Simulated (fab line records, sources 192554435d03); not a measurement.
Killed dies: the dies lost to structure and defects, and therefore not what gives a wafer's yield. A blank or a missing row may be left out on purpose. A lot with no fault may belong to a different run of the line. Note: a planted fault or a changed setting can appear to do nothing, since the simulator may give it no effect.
Comparing a struck lot with a sound one ; flow n5 finfet ; 16 steps out of a route of 1938
Sound: wafers L836.1, L836.2, L836.3. The struck wafers were L845.3, L845.4, L845.5. At the end, the cause is stated.
Each step with rows lists, per side, the tool, then ch with its chambers, then its first start. Under that, the readings that differ: sound wafers ; struck wafers ; difference of the means ; sigmas: that difference in standard deviations of wafers without a fault.
alike: a reading whose means differ by less than 2 such deviations, as well as words and numbers matching on both sides. not compared: withheld readings; readings where some wafer has no value; bounds like >300 that might hide an equal value; numbers whose values overlap and for which the record gives no deviation.
The two part at a step that has a row with sigmas, a row that says differs or no value, or rows on one side only. Non-overlapping numbers with no deviation appear without sigmas and do not part them. A reading missing from all wafers of one side parts the sides only when that side holds two or more wafers.

first, 1 step without rows for these wafers: N5_BEOL_M1_DEVELOP_27 (develop time 30 s).
N5_BEOL_M1_CD_MEAS_28: target cd y 23.3 nm.
  sound on cd sem-01 ch 0, day 6 17:44; struck on cd sem-02 ch 0, day 8 20:49
  alike: cd nm
N5_BEOL_M1_OVL_MEAS_29:
  sound on overlay-02 ch 0, day 6 17:46; struck on overlay-02 ch 0, day 8 20:52
  alike: V0_OVL
N5_BEOL_M1_INSPECT_30: inspects for defects (brightfield).
  sound: defect inspect-02 at day 6 17:49; struck: defect inspect-02 at day 8 20:55
  alike: raw defect count
N5_BEOL_M1_DESCUM_33: chemistry O2, time 7 s.
  sound on rie diel-06 ch 0,2,3, day 6 17:51; struck on rie diel-03 ch 0,1,3, day 8 20:56
  alike: drypump motor current A, oes product au, rf vpp V, showerhead plenum p Torr, throttle valve pct
  not compared: rf hours counter h
N5_BEOL_M1_ETCH_77: etches underlayer in N2/H2, target depth 6.5 nm, time 5.2 s.
  sound on rie diel-06 ch 0,2,3, day 6 17:53; struck on rie diel-03 ch 0,1,3, day 8 20:59
  alike: drypump motor current A, etch rf on time s, h2 flow sccm, oes product au, rf vpp V, showerhead plenum p Torr, throttle valve pct
  not compared: rf hours counter h
N5_BEOL_M1_ETCH_69: etches SiARC in CF4, target depth 15.6 nm, time 26 s.
  sound on rie diel-06 ch 0,2,3, day 6 17:54; struck on rie diel-03 ch 0,1,3, day 8 20:59
  alike: cf4 flow sccm, drypump motor current A, etch rf on time s, oes product au, rf vpp V, showerhead plenum p Torr, throttle valve pct
  not compared: rf hours counter h
then, 1 step without rows for these wafers: N5_BEOL_M1_ALD_98 (deposits SiO2, target thk 2.5 nm, pulse time 1 s, co reactant pulse time 1 s).
N5_BEOL_M1_ETCHBACK_99: etches SiO2 in CHF3, target depth 5 nm, time 10.4 s.
  sound on rie diel-06 ch 1,2,3, day 7 10:52; struck on rie diel-06 ch 0,1,2, day 9 03:02
  alike: CHF3_flow_sccm, drypump motor current A, oes product au, rf vpp V, showerhead plenum p Torr, throttle valve pct
  not compared: rf hours counter h
N5_BEOL_M1_ETCH_70: etches SOC in N2/H2, target depth 80 nm, overetch 16 nm, time 120 s.
  sound on rie diel-06 ch 1,2,3, day 7 10:54; struck on rie diel-06 ch 0,1,2, day 9 03:04
  alike: drypump motor current A, h2 flow sccm, oes product au, rf vpp V, run length s, showerhead plenum p Torr, throttle valve pct
  not compared: rf hours counter h
then, 2 steps without rows for these wafers: N5_BEOL_M1_STRIP_71 (strips in N2/H2); N5_BEOL_M1_STRIP_78 (strips in N2/H2).
N5_BEOL_M1_VIA_ETCH_34: etches the open film in C4F6/O2, target depth 67.8 nm, time 64.4 s.
  sound on rie diel-06 ch 1,2,3, day 7 11:00; struck on rie diel-06 ch 0,1,2, day 9 03:10
reading;sound;struck;difference;sigmas
run length s (s);87.8 87.8 87.4;80.2 79.2 79.3;-8.1;-21
model.etch.depth nm (nm);66.59 67.88 68.26;59.48 58.56 59.54;-8.38;
model.SOC_of_BEOL_M1_COAT_67.thk nm (nm);52.2 52 52;53 53.4 52.8;+1;
  alike: drypump motor current A, oes product au, rf vpp V, showerhead plenum p Torr, throttle valve pct
  not compared: rf hours counter h
then, 1 step without rows for these wafers: N5_BEOL_M1_STRIP_83 (strips in C4F6/O2).
-- the record jumps here: 5 days lie between the struck wafers' starts before and after (it left off in module BEOL_M1 and takes up again in module BEOL_M4, whose first step shown is number 1111 of the route) --
N5_BEOL_M4_RC_MEAS_101:
  sound on prober-01 ch 0, day 10 12:23; struck on prober-01 ch 0, day 14 12:25
  alike: DIBL_N, DIBL_P, IOFF_N, IOFF_P, ION_N, ION_P, SS_N, SS_P, VT_N, VT_P
after that, 1 step had no rows for these wafers: N5_PASSIVATION_PROBE_49.

## WHERE THEY PART
Only at N5_BEOL_M1_VIA_ETCH_34, within this record. Later steps at which nothing parts them and some readings are alike: N5_BEOL_M4_RC_MEAS_101.

WHY: whatever the simulator had introduced
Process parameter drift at N5_BEOL_M1_VIA_ETCH_34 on rie diel-06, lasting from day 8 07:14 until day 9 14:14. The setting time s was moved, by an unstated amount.
